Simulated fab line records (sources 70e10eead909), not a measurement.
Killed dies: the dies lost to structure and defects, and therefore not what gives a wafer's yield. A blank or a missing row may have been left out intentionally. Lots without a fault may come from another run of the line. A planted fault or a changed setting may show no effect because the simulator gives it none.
fab line records | flow nand-harc
record: lots: 14 | wafers: 42 | last-day: 34
route steps=1302 shown P_ZERO_WELL@46 P_STI@90
lots untouched by any fault: they come from a run of this same line in which no faults occurred
start-h: hours from the record's first day to the start of the lot's first wafer shown | wait-h: how many hours have passed since the lot's step before this one | " unchanged from the row above | L1.1+2: a row that stands for several wafers | - no value, or no start was given | * or withheld: withheld | < > ~ a bound
route shown NAME@n: a module of which the file shows steps, and the number in the route of the first | usual: the fault-free wafers' mean and standard deviation | same: alike in all rows | chamber/n: place in a boat | sites: each site's reading | _std_site: the standard deviation of these | _edge_site: outer sites' mean less inner sites' | radius-mm: how far each site lies from the wafer's centre | mask NAME#n: copy n | behind: the tool/chamber that last shaped the wafer | hold: reason for holding the lot/hours on hold/outcome of the hold | device: transistor that didn't switch, given as n, p or np | end of line: tests of these same wafers at the route's end | a step without rows: its recipe alone | killed: dies that structure and defects cost at the first sort, which is not the same as the wafer's yield | map: a wafer's dies, marking killed ones x, the rest . and places with no die _
set.NAME: the run value of the setting; set.NAME@STEP: its run value at that earlier step | model.NAME: the simulator's own value behind a step, which no gauge read
route steps across a sampled set of lots; one table per step, one row per wafer
services: the hour from which a tool's chamber was out of use, counted from the record's first day as start-h (under 0 if before that day), plus the number of hours and why
== steps ==
step: NHARC_P_ZERO_WELL_DESCUM_39
recipe: time-s: 3 | o2-flow-sccm: 200 | ar-flow-sccm: 0 | bias-power-w: 0 | chemistry: O2
usual: drypump-motor-current-A: 5.7/0.48 | oes-product-au: 1.002/0.017 | rf-vpp-V: 57.8/0.94 | showerhead-plenum-p-Torr: 1.92/0.096 | throttle-valve-pct: 11.312/0.0099
lot.wafer | tool        | chamber | start-h | wait-h | drypump-motor-current-A | oes-product-au | rf-hours-counter-h | rf-vpp-V | showerhead-plenum-p-Torr | throttle-valve-pct
L676.4    | rie-diel-12 | 2       | 24.14   | -      | 5.6                     | 1.011          | 33                 | 58.9     | 1.99                     | 11.309
L676.2    | "           | 0       | "       | "      | 6.1                     | 1.010          | 26                 | 58.4     | 2.07                     | 11.313
L676.5    | "           | 2       | "       | "      | 5.6                     | 1.009          | -                  | 57.9     | 1.99                     | 11.323
L678.3    | rie-diel-12 | 3       | 44.67   | -      | 5.1                     | 1.031          | 32                 | 56.6     | 1.85                     | 11.308
L678.1    | "           | 1       | "       | "      | 5.2                     | 1.024          | 36                 | 57.4     | 1.79                     | 11.319
L678.2    | "           | 2       | "       | "      | 5.6                     | 1.013          | 39                 | 58.3     | 1.99                     | 11.307
L680.4    | rie-diel-09 | 0       | 64.32   | -      | 6.0                     | 1.005          | 22                 | 58.2     | 1.85                     | 11.315
L680.2    | "           | 1       | "       | "      | 6.2                     | 0.981          | 28                 | 58.7     | 2.07                     | 11.306
L680.6    | "           | 3       | "       | "      | 5.8                     | 0.976          | -                  | 58.1     | 1.96                     | 11.331
L681.2    | rie-diel-09 | 1       | 74.30   | -      | 6.2                     | 0.982          | 30                 | 59.9     | 2.07                     | 11.315
L681.4    | "           | 2       | "       | "      | 6.1                     | 0.983          | 29                 | 57.5     | 1.77                     | 11.317
L681.1    | "           | 3       | "       | "      | 5.8                     | 0.984          | 29                 | 59.4     | 1.96                     | 11.317
L682.1    | rie-diel-05 | 1       | 84.40   | -      | 5.3                     | 1.016          | 6                  | 58.5     | 1.86                     | 11.302
L682.2    | "           | 0       | "       | "      | 5.4                     | 1.014          | 7                  | 58.6     | 1.98                     | 11.325
L682.6    | "           | 2       | "       | "      | 6.7                     | 1.027          | -                  | 57.6     | 1.92                     | 11.310
L683.4    | rie-diel-09 | 2       | 94.28   | -      | 6.1                     | 0.999          | 31                 | 56.5     | 1.77                     | 11.319
L683.3    | "           | 0       | "       | "      | 5.9                     | 0.996          | 26                 | 57.5     | 1.85                     | 11.323
L683.1    | "           | 1       | "       | "      | 6.2                     | 0.996          | 32                 | 57.2     | 2.07                     | 11.297
L685.3    | rie-diel-05 | 2       | 115.39  | -      | 6.8                     | 1.024          | 11                 | 57.8     | 1.92                     | 11.297
L685.5    | "           | 1       | "       | "      | 5.3                     | 1.007          | -                  | 58.3     | 1.86                     | 11.310
L685.6    | "           | 2       | "       | "      | 6.7                     | 1.031          | -                  | 58.0     | 1.92                     | 11.311
L691.2    | rie-diel-09 | 0       | 174.16  | -      | 6.0                     | 0.999          | 9                  | 57.6     | 1.85                     | 11.304
L691.3    | "           | 1       | "       | "      | 6.2                     | 0.998          | 8                  | 58.5     | 2.06                     | 11.311
L691.4    | "           | 2       | "       | "      | 6.1                     | 0.966          | 8                  | 58.4     | 2.07                     | 11.335
L692.2    | rie-diel-05 | 1       | 184.40  | -      | 5.3                     | 1.015          | 39                 | 57.1     | 1.85                     | 11.299
L692.1    | "           | 0       | "       | "      | 5.4                     | 1.030          | 37                 | 59.2     | 1.97                     | 11.310
L692.6    | "           | 2       | "       | "      | 6.7                     | 1.028          | -                  | 57.2     | 1.91                     | 11.318
L695.3    | rie-diel-05 | 3       | 216.93  | -      | 5.2                     | 0.991          | 54                 | 58.3     | 1.85                     | 11.299
L695.4    | "           | 2       | "       | "      | 6.6                     | 1.027          | 56                 | 56.9     | 1.91                     | 11.335
L695.5    | "           | 3       | "       | "      | 5.3                     | 0.991          | -                  | 56.2     | 1.85                     | 11.315
L696.3    | rie-diel-09 | 0       | 224.16  | -      | 6.0                     | 0.999          | 28                 | 59.8     | 1.84                     | 11.318
L696.1    | "           | 2       | "       | "      | 6.1                     | 0.977          | 27                 | 61.5     | 2.07                     | 11.321
L696.4    | "           | 3       | "       | "      | 5.8                     | 0.977          | 26                 | 57.7     | 1.95                     | 11.342
L697.4    | rie-diel-09 | 1       | 234.30  | -      | 6.2                     | 0.981          | 30                 | 57.2     | 2.05                     | 11.310
L697.5    | "           | 1       | "       | "      | 6.2                     | 0.991          | -                  | 57.6     | 2.05                     | 11.304
L697.6    | "           | 2       | "       | "      | 6.1                     | 0.970          | -                  | 58.8     | 2.07                     | 11.315
L698.2    | rie-diel-12 | 1       | 244.95  | -      | 5.2                     | 1.032          | 45                 | 57.4     | 1.77                     | 11.313
L698.1    | "           | 3       | "       | "      | 5.1                     | 1.016          | 50                 | 58.0     | 1.83                     | 11.306
L698.5    | "           | 0       | "       | "      | 6.1                     | 0.985          | -                  | 58.4     | 2.05                     | 11.332
L699.4    | rie-diel-05 | 2       | 255.22  | -      | 6.7                     | 1.005          | 8                  | 57.3     | 1.90                     | 11.312
L699.2    | "           | 1       | "       | "      | 5.3                     | 0.994          | 8                  | 58.5     | 1.84                     | 11.320
L699.6    | "           | 2       | "       | "      | 6.7                     | 1.001          | -                  | 57.8     | 1.90                     | 11.315
step: NHARC_P_ZERO_WELL_INSPECT_43
usual: raw-defect-count: 14/6.4
lot.wafer | tool              | chamber | start-h | wait-h | raw-defect-count
L676.2    | defect-inspect-01 | -       | 27.43   | 0.5    | 18
L676.4    | "                 | -       | "       | "      | 6
L676.5    | "                 | -       | "       | "      | 17
L678.1    | defect-inspect-02 | -       | 47.97   | 0.6    | 14
L678.2    | "                 | -       | "       | "      | 14
L678.3    | "                 | -       | "       | "      | 13
L680.2    | defect-inspect-01 | -       | 67.48   | 0.5    | 13
L680.4    | "                 | -       | "       | "      | 27
L680.6    | "                 | -       | "       | "      | 16
L681.1    | defect-inspect-01 | -       | 77.59   | 0.6    | 16
L681.2    | "                 | -       | "       | "      | 13
L681.4    | "                 | -       | "       | "      | 20
L682.1    | defect-inspect-01 | -       | 87.87   | 0.6    | 12
L682.2    | "                 | -       | "       | "      | 15
L682.6    | "                 | -       | "       | "      | 15
L683.1    | defect-inspect-02 | -       | 97.50   | 0.6    | 13
L683.3    | "                 | -       | "       | "      | 6
L683.4    | "                 | -       | "       | "      | 8
L685.3    | defect-inspect-01 | -       | 118.68  | 0.3    | 28
L685.5    | "                 | -       | "       | "      | 15
L685.6    | "                 | -       | "       | "      | 12
L691.2    | defect-inspect-02 | -       | 177.33  | 0.5    | 20
L691.3    | "                 | -       | "       | "      | 30
L691.4    | "                 | -       | "       | "      | 25
L692.1    | defect-inspect-01 | -       | 187.68  | 0.6    | 10
L692.2    | "                 | -       | "       | "      | 9
L692.6    | "                 | -       | "       | "      | 13
L695.3    | defect-inspect-02 | -       | 220.21  | 0.4    | 6
L695.4    | "                 | -       | "       | "      | 7
L695.5    | "                 | -       | "       | "      | 18
L696.1    | defect-inspect-01 | -       | 227.44  | 0.6    | 6
L696.3    | "                 | -       | "       | "      | 8
L696.4    | "                 | -       | "       | "      | 14
L697.4    | defect-inspect-01 | -       | 237.48  | 0.2    | 10
L697.5    | "                 | -       | "       | "      | 10
L697.6    | "                 | -       | "       | "      | 17
L698.1    | defect-inspect-01 | -       | 249.88  | 0.6    | 22
L698.2    | "                 | -       | "       | "      | 14
L698.5    | "                 | -       | "       | "      | 33
L699.2    | defect-inspect-01 | -       | 258.57  | 0.5    | 14
L699.4    | "                 | -       | "       | "      | 8
L699.6    | "                 | -       | "       | "      | 7
step: NHARC_P_STI_ETCH_15
recipe: target-depth-a: 3000 | taper-deg: 4 | time-s: 100.1 | hbr-flow-sccm: 150 | cl2-flow-sccm: 50 | rf-w: 400 | icp-w: 400 | bias-w: 100 | chemistry: HBr/Cl2
usual: bias-w: 100.01/0.29 | chamber-pressure-mTorr: 15.002/0.014 | drypump-motor-current-A: 5.7/0.49 | oes-product-au: 0.999/0.016 | rf-fwd-power-W: 397.2/1.4 | throttle-valve-pct: 26.406/0.0085
lot.wafer | tool      | chamber | start-h | wait-h | bias-w | chamber-pressure-mTorr | drypump-motor-current-A | oes-product-au | rf-fwd-power-W | rf-hours-counter-h | throttle-valve-pct
L676.2    | rie-si-01 | 3       | 51.49   | -      | 99.61  | 15.032                 | 5.8                     | 0.993          | 394.1          | 0.1                | 26.401
L676.4    | "         | 0       | "       | "      | 99.83  | 14.991                 | 4.8                     | 0.987          | 399.7          | 0.1                | 26.413
L676.5    | "         | 3       | "       | "      | 99.57  | 15.022                 | 5.8                     | 0.987          | 397.1          | -                  | 26.407
L678.1    | rie-si-02 | 3       | 66.05   | -      | 100.35 | 15.006                 | 6.2                     | 0.998          | 396.6          | 0.9                | 26.406
L678.3    | "         | 0       | "       | "      | 99.31  | 15.005                 | 6.4                     | 0.992          | 398.6          | 0.9                | 26.407
L678.2    | "         | 2       | "       | "      | 99.95  | 14.978                 | 6.4                     | 1.012          | 394.7          | 0.8                | 26.409
L680.2    | rie-si-01 | 3       | 85.89   | -      | 100.32 | 14.985                 | 5.8                     | 1.021          | 397.9          | 0.4                | 26.398
L680.4    | "         | 0       | "       | "      | 100.25 | 14.987                 | 4.8                     | 0.993          | 398.2          | 0.3                | 26.406
L680.6    | "         | 0       | "       | "      | 100.16 | 14.988                 | 4.8                     | 1.003          | 398.5          | -                  | 26.408
L681.1    | rie-si-02 | 3       | 96.36   | -      | 99.82  | 14.993                 | 6.2                     | 1.010          | 396.6          | 1.0                | 26.422
L681.2    | "         | 0       | "       | "      | 99.69  | 15.023                 | 6.3                     | 0.997          | 399.9          | 1.1                | 26.403
L681.4    | "         | 2       | "       | "      | 100.57 | 14.997                 | 6.4                     | 1.018          | 398.7          | 1.0                | 26.409
L682.1    | rie-si-01 | 2       | 105.88  | -      | 100.37 | 14.994                 | 5.1                     | 0.976          | 397.1          | 0.6                | 26.425
L682.2    | "         | 3       | "       | "      | 99.69  | 15.007                 | 5.8                     | 1.009          | 395.8          | 0.6                | 26.412
L682.6    | "         | 2       | "       | "      | 100.33 | 14.995                 | 5.1                     | 0.974          | 395.3          | -                  | 26.400
L683.1    | rie-si-02 | 2       | 114.46  | -      | 99.97  | 15.010                 | 6.4                     | 1.021          | 398.5          | 0.1                | 26.427
L683.3    | "         | 3       | "       | "      | 100.26 | 15.006                 | 6.2                     | 1.013          | 397.8          | 0.1                | 26.412
L683.4    | "         | 1       | "       | "      | 99.99  | 15.000                 | 5.7                     | 0.962          | 399.1          | 0.0                | 26.407
L685.3    | rie-si-01 | 2       | 133.85  | -      | 99.87  | 14.996                 | 5.1                     | 0.984          | 395.3          | 0.8                | 26.405
L685.5    | "         | 1       | "       | "      | 99.87  | 15.000                 | 5.5                     | 0.965          | 398.1          | -                  | 26.395
L685.6    | "         | 2       | "       | "      | 99.97  | 15.011                 | 5.1                     | 0.977          | 394.2          | -                  | 26.399
L691.4    | rie-si-02 | 1       | 195.59  | -      | -      | -                      | -                       | -              | -              | -                  | -
L691.3    | "         | 2       | "       | "      | -      | -                      | -                       | -              | -              | -                  | -
L691.2    | "         | 0       | "       | "      | -      | -                      | -                       | -              | -              | -                  | -
L692.1    | rie-si-05 | 0       | 207.34  | -      | -      | -                      | -                       | -              | -              | -                  | -
L692.2    | "         | 2       | "       | "      | -      | -                      | -                       | -              | -              | -                  | -
L692.6    | "         | 1       | "       | "      | -      | -                      | -                       | -              | -              | -                  | -
L695.4    | rie-si-01 | 3       | 238.21  | -      | 100.23 | 15.013                 | 5.8                     | 1.017          | 394.8          | 0.2                | 26.409
L695.3    | "         | 1       | "       | "      | 99.90  | 14.989                 | 5.5                     | 1.017          | 397.4          | 0.2                | 26.408
L695.5    | "         | 3       | "       | "      | 100.03 | 14.982                 | 5.8                     | 1.020          | 395.4          | -                  | 26.401
L696.3    | rie-si-01 | 1       | 245.48  | -      | 100.03 | 14.997                 | 5.5                     | 1.011          | 396.5          | 0.3                | 26.423
L696.4    | "         | 2       | "       | "      | 99.85  | 15.012                 | 5.1                     | 0.992          | 396.8          | 0.2                | 26.389
L696.1    | "         | 3       | "       | "      | 99.93  | 14.988                 | 5.8                     | 1.015          | 393.9          | 0.3                | 26.402
L697.4    | rie-si-02 | 3       | 253.55  | -      | 100.00 | 15.004                 | 6.2                     | 1.018          | 397.0          | 1.0                | 26.410
L697.6    | "         | 3       | "       | "      | 99.37  | 14.989                 | 6.2                     | 1.023          | 396.7          | -                  | 26.400
L697.5    | "         | 0       | "       | "      | 100.21 | 15.004                 | 6.4                     | 1.006          | 399.0          | -                  | 26.408
L698.2    | rie-si-01 | 2       | 267.51  | -      | 100.04 | 15.014                 | 5.1                     | 0.997          | 396.2          | 0.4                | 26.404
L698.1    | "         | 0       | "       | "      | 100.33 | 15.026                 | 4.8                     | 1.016          | 397.5          | 0.4                | 26.403
L698.5    | "         | 1       | "       | "      | 99.87  | 14.997                 | 5.5                     | 0.999          | 397.0          | -                  | 26.396
L699.2    | rie-si-01 | 3       | 274.99  | -      | 100.13 | 15.019                 | 5.8                     | 1.005          | 395.1          | 0.5                | 26.412
L699.4    | "         | 1       | "       | "      | 100.32 | 15.002                 | 5.5                     | 0.994          | 397.4          | -                  | 26.387
L699.6    | "         | 2       | "       | "      | 100.39 | 14.993                 | 5.1                     | 0.994          | 397.9          | -                  | 26.411
step: NHARC_P_STI_CD_MEAS_16
usual: cd-nm: 200/3.1
lot.wafer | tool      | chamber | start-h | wait-h | cd-nm
L676.2    | cd-sem-02 | -       | 51.63   | -      | 202
L676.4    | "         | -       | "       | "      | 203
L676.5    | "         | -       | "       | "      | 198
L678.1    | cd-sem-02 | -       | 66.21   | -      | 199
L678.2    | "         | -       | "       | "      | 201
L678.3    | "         | -       | "       | "      | 199
L680.2    | cd-sem-03 | -       | 86.05   | -      | 198
L680.4    | "         | -       | "       | "      | 195
L680.6    | "         | -       | "       | "      | 194
L681.1    | cd-sem-01 | -       | 96.52   | -      | 191
L681.2    | "         | -       | "       | "      | 201
L681.4    | "         | -       | "       | "      | 202
L682.1    | cd-sem-01 | -       | 106.04  | -      | 201
L682.2    | "         | -       | "       | "      | 198
L682.6    | "         | -       | "       | "      | 200
L683.1    | cd-sem-03 | -       | 114.63  | -      | 199
L683.3    | "         | -       | "       | "      | 201
L683.4    | "         | -       | "       | "      | 202
L685.3    | cd-sem-03 | -       | 134.00  | -      | 196
L685.5    | "         | -       | "       | "      | 204
L685.6    | "         | -       | "       | "      | 193
L691.2    | cd-sem-01 | -       | 195.75  | -      | 203
L691.3    | "         | -       | "       | "      | 198
L691.4    | "         | -       | "       | "      | 200
L692.1    | cd-sem-03 | -       | 207.50  | -      | 199
L692.2    | "         | -       | "       | "      | 205
L692.6    | "         | -       | "       | "      | 197
L695.3    | cd-sem-02 | -       | 238.38  | -      | 197
L695.4    | "         | -       | "       | "      | 197
L695.5    | "         | -       | "       | "      | 200
L696.1    | cd-sem-02 | -       | 245.64  | -      | 195
L696.3    | "         | -       | "       | "      | 203
L696.4    | "         | -       | "       | "      | 201
L697.4    | cd-sem-03 | -       | 253.72  | -      | 201
L697.5    | "         | -       | "       | "      | 202
L697.6    | "         | -       | "       | "      | 202
L698.1    | cd-sem-02 | -       | 267.66  | -      | 203
L698.2    | "         | -       | "       | "      | 201
L698.5    | "         | -       | "       | "      | 200
L699.2    | cd-sem-03 | -       | 275.14  | -      | 205
L699.4    | "         | -       | "       | "      | 203
L699.6    | "         | -       | "       | "      | 201
step: NHARC_P_STI_OCD_MEAS_17
usual: trench-depth-nm: 300/7.4 | trench-foot-cd-nm: 158/3.1
lot.wafer | tool   | chamber | start-h | wait-h | trench-depth-nm | trench-foot-cd-nm
L676.2    | ocd-01 | -       | 51.72   | 0.1    | 300             | 160
L676.4    | "      | -       | "       | "      | 292             | 164
L676.5    | "      | -       | "       | "      | 296             | 159
L678.1    | ocd-01 | -       | 66.30   | 0.1    | 300             | 159
L678.2    | "      | -       | "       | "      | 312             | 158
L678.3    | "      | -       | "       | "      | 295             | 160
L680.2    | ocd-02 | -       | 86.14   | 0.1    | 311             | 157
L680.4    | "      | -       | "       | "      | 300             | 154
L680.6    | "      | -       | "       | "      | 299             | 152
L681.1    | ocd-01 | -       | 96.61   | 0.1    | 303             | 151
L681.2    | "      | -       | "       | "      | 298             | 159
L681.4    | "      | -       | "       | "      | 311             | 157
L682.1    | ocd-01 | -       | 106.12  | 0.1    | 291             | 159
L682.2    | "      | -       | "       | "      | 307             | 154
L682.6    | "      | -       | "       | "      | 290             | 160
L683.1    | ocd-01 | -       | 114.72  | 0.1    | 306             | 156
L683.3    | "      | -       | "       | "      | 303             | 158
L683.4    | "      | -       | "       | "      | 286             | 161
L685.3    | ocd-01 | -       | 134.09  | 0.1    | 291             | 155
L685.5    | "      | -       | "       | "      | 285             | 161
L685.6    | "      | -       | "       | "      | 290             | 157
L691.2    | ocd-02 | -       | 195.84  | 0.1    | 0               | -
L691.3    | "      | -       | "       | "      | 0               | -
L691.4    | "      | -       | "       | "      | 0               | -
L692.1    | ocd-01 | -       | 207.59  | 0.1    | 0               | -
L692.2    | "      | -       | "       | "      | 0               | -
L692.6    | "      | -       | "       | "      | 0               | -
L695.3    | ocd-01 | -       | 238.46  | 0.1    | 304             | 155
L695.4    | "      | -       | "       | "      | 307             | 154
L695.5    | "      | -       | "       | "      | 308             | 158
L696.1    | ocd-01 | -       | 245.73  | 0.1    | 311             | 153
L696.3    | "      | -       | "       | "      | 307             | 161
L696.4    | "      | -       | "       | "      | 295             | 159
L697.4    | ocd-01 | -       | 253.80  | 0.1    | 310             | 159
L697.5    | "      | -       | "       | "      | 302             | 159
L697.6    | "      | -       | "       | "      | 311             | 159
L698.1    | ocd-01 | -       | 267.75  | 0.1    | 308             | 159
L698.2    | "      | -       | "       | "      | 295             | 161
L698.5    | "      | -       | "       | "      | 300             | 159
L699.2    | ocd-02 | -       | 275.23  | 0.1    | 307             | 160
L699.4    | "      | -       | "       | "      | 297             | 162
L699.6    | "      | -       | "       | "      | 299             | 159
step: NHARC_P_STI_OCD_MEAS_43
usual: trench-depth-nm: 300/7.4 | trench-foot-cd-nm: 158/3.1
lot.wafer | tool   | chamber | start-h | wait-h | trench-depth-nm | trench-foot-cd-nm
L676.2    | ocd-02 | -       | 52.23   | -      | 300             | 160
L676.4    | "      | -       | "       | "      | 292             | 164
L676.5    | "      | -       | "       | "      | 296             | 159
L678.1    | ocd-02 | -       | 66.81   | -      | 300             | 159
L678.2    | "      | -       | "       | "      | 313             | 158
L678.3    | "      | -       | "       | "      | 295             | 160
L680.2    | ocd-01 | -       | 86.65   | -      | 311             | 157
L680.4    | "      | -       | "       | "      | 299             | 154
L680.6    | "      | -       | "       | "      | 299             | 152
L681.1    | ocd-02 | -       | 97.12   | -      | 303             | 152
L681.2    | "      | -       | "       | "      | 298             | 159
L681.4    | "      | -       | "       | "      | 311             | 157
L682.1    | ocd-01 | -       | 106.63  | -      | 291             | 159
L682.2    | "      | -       | "       | "      | 306             | 154
L682.6    | "      | -       | "       | "      | 289             | 160
L683.1    | ocd-02 | -       | 115.24  | -      | 306             | 157
L683.3    | "      | -       | "       | "      | 303             | 158
L683.4    | "      | -       | "       | "      | 286             | 161
L685.3    | ocd-01 | -       | 134.60  | -      | 292             | 154
L685.5    | "      | -       | "       | "      | 285             | 161
L685.6    | "      | -       | "       | "      | 290             | 157
L691.2    | ocd-01 | -       | 196.34  | -      | 0               | -
L691.3    | "      | -       | "       | "      | 0               | -
L691.4    | "      | -       | "       | "      | 0               | -
L692.1    | ocd-02 | -       | 208.10  | -      | 0               | -
L692.2    | "      | -       | "       | "      | 0               | -
L692.6    | "      | -       | "       | "      | 0               | -
L695.3    | ocd-01 | -       | 238.97  | -      | 305             | 155
L695.4    | "      | -       | "       | "      | 306             | 153
L695.5    | "      | -       | "       | "      | 309             | 159
L696.1    | ocd-02 | -       | 246.23  | -      | 311             | 152
L696.3    | "      | -       | "       | "      | 307             | 161
L696.4    | "      | -       | "       | "      | 294             | 159
L697.4    | ocd-02 | -       | 254.31  | -      | 310             | 159
L697.5    | "      | -       | "       | "      | 302             | 159
L697.6    | "      | -       | "       | "      | 311             | 158
L698.1    | ocd-02 | -       | 268.26  | -      | 308             | 159
L698.2    | "      | -       | "       | "      | 295             | 160
L698.5    | "      | -       | "       | "      | 300             | 160
L699.2    | ocd-01 | -       | 275.74  | -      | 307             | 160
L699.4    | "      | -       | "       | "      | 296             | 162
L699.6    | "      | -       | "       | "      | 298             | 159
== services ==
tool        | chamber | start-h | hours | kind
rie-si-01   | -       | 8.81    | 0.3   | repair
rie-diel-12 | 1       | 14.45   | 1.6   | repair
rie-si-01   | -       | 16.00   | 9.0   | pm
rie-si-02   | 0       | 20.59   | 1.9   | repair
rie-diel-05 | 0       | 30.82   | 14.0  | repair
rie-diel-05 | -       | 33.89   | 0.3   | repair
rie-si-02   | 2       | 41.45   | 3.2   | repair
rie-diel-09 | 0       | 49.60   | 10.6  | repair
rie-si-01   | 1       | 51.58   | 16.9  | repair
rie-diel-05 | -       | 52.60   | 9.0   | pm
rie-diel-09 | 2       | 84.64   | 2.5   | repair
rie-si-02   | -       | 100.00  | 9.0   | pm
rie-diel-05 | 0       | 101.58  | 3.2   | repair
rie-si-02   | 2       | 121.96  | 4.8   | repair
rie-si-02   | 2       | 128.43  | 8.7   | repair
rie-diel-09 | -       | 143.12  | 9.0   | pm
rie-si-02   | 3       | 148.67  | 4.5   | repair
rie-si-01   | 2       | 165.57  | 3.7   | repair
rie-si-01   | -       | 193.00  | 9.0   | pm
rie-diel-05 | 0       | 199.76  | 1.3   | repair
rie-si-01   | 2       | 206.38  | 6.4   | repair
rie-diel-05 | -       | 229.60  | 9.0   | pm
rie-diel-05 | 3       | 264.87  | 4.0   | repair
rie-si-01   | 0       | 274.13  | 11.7  | repair
== key ==
first-sign: step: NHARC_P_STI_ETCH_15 | reading: tool-record | direction: missing
effect: step: NHARC_P_STI_OCD_MEAS_17 | reading: trench-depth-nm | direction: down | sigmas: 41 | usual: 300 | struck: 0
effect: step: NHARC_P_STI_OCD_MEAS_43 | reading: trench-depth-nm | direction: down | sigmas: 41 | usual: 300 | struck: 0
met-at NHARC_P_STI_ETCH_15
struck-lots L691,L692
later-rows-left-out L691.2,L691.3,L691.4,L692.1,L692.2,L692.6
sort-left-out L691.2,L691.3,L691.4,L692.1,L692.2,L692.6
tester-left-out L691,L692
not-acting-at NHARC_P_ZERO_WELL_DESCUM_39,NHARC_P_ZERO_WELL_INSPECT_43,NHARC_P_STI_CD_MEAS_16
onset-between 114.46 195.59
fault: kind: skipped-step-whole | tool: rie-si-02,rie-si-05 | chamber: - | onset-h: 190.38 | steps: NHARC_P_STI_ETCH_15 | scope: struck-lots-only
tester-left-out: of these lots the tester's yield and bins aren't shown, on N5 and GAA mostly nor the transistor test; their killed dies are dies lost to structure and defects alone, not to doping, threshold or leakage, so they don't give the yield
sort-left-out: the simulated sort isn't trusted on such a fault, so these wafers' sort isn't shown, and their yield isn't known
later-rows-left-out: the simulator's readings of these wafers behind a module that went badly wrong aren't trusted and aren't shown, but for the sort
